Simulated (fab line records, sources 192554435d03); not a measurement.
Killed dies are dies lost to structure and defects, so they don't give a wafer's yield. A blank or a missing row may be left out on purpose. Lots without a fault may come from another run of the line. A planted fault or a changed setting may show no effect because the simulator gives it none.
A struck lot beside a sound one | flow n5_finfet | 15 steps out of a route of 1938
Sound: wafers L620.1, L620.2, L620.3. Struck: wafer L630.5. (L630.2, L630.3 of the same lot were not struck and are left out.) The cause comes at the end.
At each step with rows: each side's tool, then ch and its chambers, then its first start. Under that, the readings that differ: sound wafers | struck wafers | difference of the means | sigmas: that difference in standard deviations of wafers without a fault.
alike: readings whose means differ by less than 2 such deviations, and words and numbers that are the same on both sides. not compared: withheld readings, readings that some wafer has no value for, bounds like >300 that may hide the same value, and numbers for which the record gives no deviation and whose values overlap.
The two part at a step that has a row with sigmas, a row that says differs or no value, or rows on one side only. Numbers that don't overlap but have no deviation are shown without sigmas and don't part them. A reading that every wafer of one side lacks parts them only if that side has two wafers or more.

N5_GATE_CUT_OVL_MEAS_14:
  sound on overlay-02 ch 0, day 7 00:19; struck on overlay-02 ch 0, day 9 13:55
  alike: GATE_CUT_OVL
N5_GATE_CUT_INSPECT_15: inspects for defects (brightfield).
  sound on defect_inspect-01, day 7 00:23; struck on defect_inspect-02, day 9 13:58
  alike: raw_defect_count
N5_GATE_CUT_DESCUM_18: chemistry O2, time 7 s.
  sound on rie_diel-01 ch 0,2,3, day 7 00:29; struck on rie_diel-01 ch 3, day 9 13:59
  alike: drypump_motor_current_A, oes_product_au, rf_vpp_V, showerhead_plenum_p_Torr, throttle_valve_pct
  not compared: rf_hours_counter_h
then, 6 steps without rows for these wafers: N5_GATE_CUT_ETCH_28 (etches underlayer in N2/H2, target depth 13 nm, time 10.4 s); N5_GATE_CUT_ETCH_36 (etches SiARC in CF4, target depth 13 nm, time 21.7 s); N5_GATE_CUT_ETCH_37 (etches SOC in N2/H2, target depth 60 nm, overetch 12 nm, time 90 s); N5_GATE_CUT_STRIP_38 (strips in N2/H2); N5_GATE_CUT_STRIP_39 (strips in N2/H2); N5_GATE_CUT_HM_OPEN_40 (chemistry C4F6/O2, target SiO2, target depth 139 nm, time 85.1 s).
N5_GATE_CUT_STRIP_41: strips in CF4.
  sound on rie_diel-01 ch 0,2,3, day 7 00:43; struck on rie_diel-01 ch 3, day 9 14:13
  alike: drypump_motor_current_A, oes_product_au, rf_vpp_V, showerhead_plenum_p_Torr, throttle_valve_pct
  not compared: rf_hours_counter_h
N5_GATE_CUT_STRIP_42: strips in O2.
  sound on rie_diel-01 ch 0,2,3, day 7 00:44; struck on rie_diel-01 ch 3, day 9 14:14
  alike: drypump_motor_current_A, oes_product_au, rf_vpp_V, showerhead_plenum_p_Torr, throttle_valve_pct
  not compared: rf_hours_counter_h
N5_GATE_CUT_ETCH_19: etches SiNx in CH3F/O2, target depth 53.7 nm, time 76.7 s.
  sound on rie_diel-01 ch 0,2,3, day 7 00:46; struck on rie_diel-01 ch 3, day 9 14:17
  alike: drypump_motor_current_A, etch_rf_on_time_s, oes_product_au, rf_vpp_V, showerhead_plenum_p_Torr, throttle_valve_pct
  not compared: rf_hours_counter_h
N5_GATE_CUT_CUT_ETCH_53: etches W in SF6/Cl2, target depth 79.2 nm.
  sound on rie_metal-01 ch 0,1, day 7 00:53; struck on rie_metal-03 ch 0, day 9 14:23
  reading               | sound          | struck | difference | sigmas
  etch_rf_on_time_s (s) | 26.1 26.4 26.3 | 30.3   | +4.0       | +12
  alike: SF6_flow_sccm, drypump_motor_current_A, mfc_cl2_sccm, oes_product_au, throttle_valve_pct
  not compared: rf_hours_counter_h
N5_GATE_CUT_CUT_ETCH_54: etches TiN in Cl2/BCl3, target depth 96.7 nm.
  sound on rie_metal-01 ch 0,1, day 7 00:57; struck on rie_metal-03 ch 0, day 9 14:26
  alike: drypump_motor_current_A, etch_rf_on_time_s, mfc_cl2_sccm, oes_product_au, throttle_valve_pct
  not compared: rf_hours_counter_h
N5_PASSIVATION_PROBE_49:
  the record has rows for the sound wafers here (prober-02, day 14 22:05) and none for the struck ones

WHERE THEY PART
First at N5_GATE_CUT_CUT_ETCH_53; last, within this record, at N5_PASSIVATION_PROBE_49.

WHY: what the simulator had put in
Process parameter drift: rie_metal-03, from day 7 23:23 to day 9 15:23, at N5_GATE_CUT_CUT_ETCH_53. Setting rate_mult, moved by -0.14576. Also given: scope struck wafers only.
